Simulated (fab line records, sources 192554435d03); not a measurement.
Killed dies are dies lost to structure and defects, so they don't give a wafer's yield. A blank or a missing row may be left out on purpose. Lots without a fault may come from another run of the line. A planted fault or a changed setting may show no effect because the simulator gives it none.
Split-lot experiment | flow n5_finfet | 7 lots, 39 wafers read, on a route of 1938 steps

THE SPLIT
At N5_SD_EPI_P_EXPOSE_06 (exposes mask SD P BLK, target cd 240 nm), the setting dose_mj was moved away from the recipe's 39.5 on 12 of the 39 wafers read, by -7.0% to +2.4%. The other wafers ran this setting at the recipe's value.

FROM THE SPLIT TO THE READING: what the file shows between them, 2 steps
- N5_SD_EPI_P_PEB_07: peb time 60 s
- N5_SD_EPI_P_DEVELOP_08: develop time 30 s

THE READING
cd_nm, in nm, at N5_SD_EPI_P_CD_MEAS_09 (target cd 240 nm). Fault-free wafers of this fab line usually give 239.9 nm, standard deviation 0.91 nm.

wafer  | tool, chamber at the split | dose_mj as run | against the recipe | cd_nm, nm | against lot-mates on the recipe
L074.1 | arfi_scanner-02, 0         | 39.5           | recipe             | 240.9     | -
L074.2 | arfi_scanner-02, 0         | 39.5           | recipe             | 240.1     | -
L074.3 | arfi_scanner-02, 0         | 39.5           | recipe             | 239.8     | -
L074.4 | arfi_scanner-02, 0         | 39.5           | recipe             | 240.5     | -
L074.5 | arfi_scanner-02, 0         | 39.5           | recipe             | 238.5     | -
L074.6 | arfi_scanner-02, 0         | 39.5           | recipe             | 239.0     | -
L083.1 | arfi_scanner-01, 0         | 39.5           | recipe             | 240.8     | -
L083.2 | arfi_scanner-01, 0         | 39.5           | recipe             | 239.5     | -
L083.3 | arfi_scanner-01, 0         | 39.5           | recipe             | 239.4     | -
L083.4 | arfi_scanner-01, 0         | 39.5           | recipe             | 239.2     | -
L083.5 | arfi_scanner-01, 0         | 39.5           | recipe             | 241.7     | -
L083.6 | arfi_scanner-01, 0         | 39.5           | recipe             | 240.6     | -
L087.1 | arfi_scanner-03, 0         | 38.69          | -2.1%              | 239.2     | -1.1
L087.2 | arfi_scanner-03, 0         | 38.69          | -2.1%              | 239.6     | -0.7
L087.3 | arfi_scanner-03, 0         | 39.5           | recipe             | 240.0     | -
L087.4 | arfi_scanner-03, 0         | 38.69          | -2.1%              | 238.9     | -1.4
L087.5 | arfi_scanner-03, 0         | 39.5           | recipe             | 240.2     | -
L087.6 | arfi_scanner-03, 0         | 39.5           | recipe             | 240.7     | -
L092.1 | arfi_scanner-02, 0         | 39.5           | recipe             | 240.5     | -
L092.2 | arfi_scanner-02, 0         | 36.92          | -6.5%              | 235.6     | -4.5
L092.3 | arfi_scanner-02, 0         | 39.5           | recipe             | 240.2     | -
L092.4 | arfi_scanner-02, 0         | 39.5           | recipe             | 239.5     | -
L092.5 | arfi_scanner-02, 0         | 36.92          | -6.5%              | 235.1     | -5.0
L092.6 | arfi_scanner-02, 0         | 36.92          | -6.5%              | 236.1     | -4.0
L093.1 | arfi_scanner-01, 0         | 39.5           | recipe             | 240.3     | -
L093.2 | arfi_scanner-01, 0         | 39.5           | recipe             | 240.5     | -
L093.3 | arfi_scanner-01, 0         | 36.72          | -7.0%              | 235.2     | -5.4
L093.4 | arfi_scanner-01, 0         | 36.72          | -7.0%              | 236.6     | -4.0
L093.5 | arfi_scanner-01, 0         | 36.72          | -7.0%              | 235.8     | -4.8
L093.6 | arfi_scanner-01, 0         | 39.5           | recipe             | 241.0     | -
L094.1 | arfi_scanner-03, 0         | 39.5           | recipe             | 239.7     | -
L094.2 | arfi_scanner-03, 0         | 40.43          | +2.4%              | 242.5     | +2.1
L094.3 | arfi_scanner-03, 0         | 39.5           | recipe             | 240.9     | -
L094.4 | arfi_scanner-03, 0         | 39.5           | recipe             | 240.7     | -
L094.5 | arfi_scanner-03, 0         | 40.43          | +2.4%              | 240.7     | +0.3
L094.6 | arfi_scanner-03, 0         | 40.43          | +2.4%              | 241.9     | +1.5
L097.2 | arfi_scanner-01, 0         | 39.5           | recipe             | 240.8     | -
L097.3 | arfi_scanner-01, 0         | 39.5           | recipe             | 241.0     | -
L097.6 | arfi_scanner-01, 0         | 39.5           | recipe             | 239.4     | -

THE FIT
A straight line over all 39 wafers: cd_nm changes by +0.65 nm for each +1% of dose_mj; r = +0.93; the points scatter about the line by 0.71 nm.
The same after taking each lot's own level away (the mean of its wafers on the recipe; 39 wafers): +0.661 nm for each +1%; r = +0.94; scatter 0.67 nm.
On that fit, the largest move of dose_mj shifts the reading by 4.7 nm.
The lots' own levels span 239.80 to 240.60 nm, that is 0.9 times the standard deviation above.
So the lot-to-lot level changes the slope little: the two slopes agree.
Check: with one of the wafers moved furthest among these (-7.0%) left out of the fit, the line predicts -4.53 nm for it against its lot-mates. It came out at -5.4 nm against them.

OTHER SPLITS ON THESE WAFERS
These wafers also went through other splits before the reading. Each is held against what the fit with the lots' levels taken away leaves over:
other split on the same wafers       | wafers away from the commonest value | r with cd_nm (lot level and that fit taken away)
N5_WELL_APT_EXPOSE_22 dose_mj        | 12                                   | +0.10
N5_FIN_SAQP_HM_DEP_72 target_thk_a   | 18                                   | +0.17
N5_DUMMY_GATE_ETCH_44 target_depth_a | 18                                   | +0.06
N5_SPACER0_ALD_07 target_thk_a       | 18                                   | -0.13

THE WHOLE CHAIN: every reading that the file lists as answering this split, in the file's order
step                   | what it does                                           | reading                                                         | change (the file's fit)               | r (the file's)
N5_SD_EPI_P_CD_MEAS_09 | target cd 240 nm                                       | cd_nm                                                           | +0.666 nm for each +1% of the setting | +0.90
N5_SD_EPI_P_DESCUM_14  | chemistry O2, time 7.9 s                               | SD_EPI_P.cd_nm (the simulator's own value, which no gauge read) | +0.685 nm for each +1% of the setting | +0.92
N5_SD_EPI_P_ETCH_36    | etches SiARC in CF4, target depth 45.5 nm, time 75.8 s | SD_EPI_P.cd_nm (the simulator's own value, which no gauge read) | +0.682 nm for each +1% of the setting | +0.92

THE FILE'S OWN FIT
cd_nm changes by +0.666 nm for each +1% of dose_mj, r = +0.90.
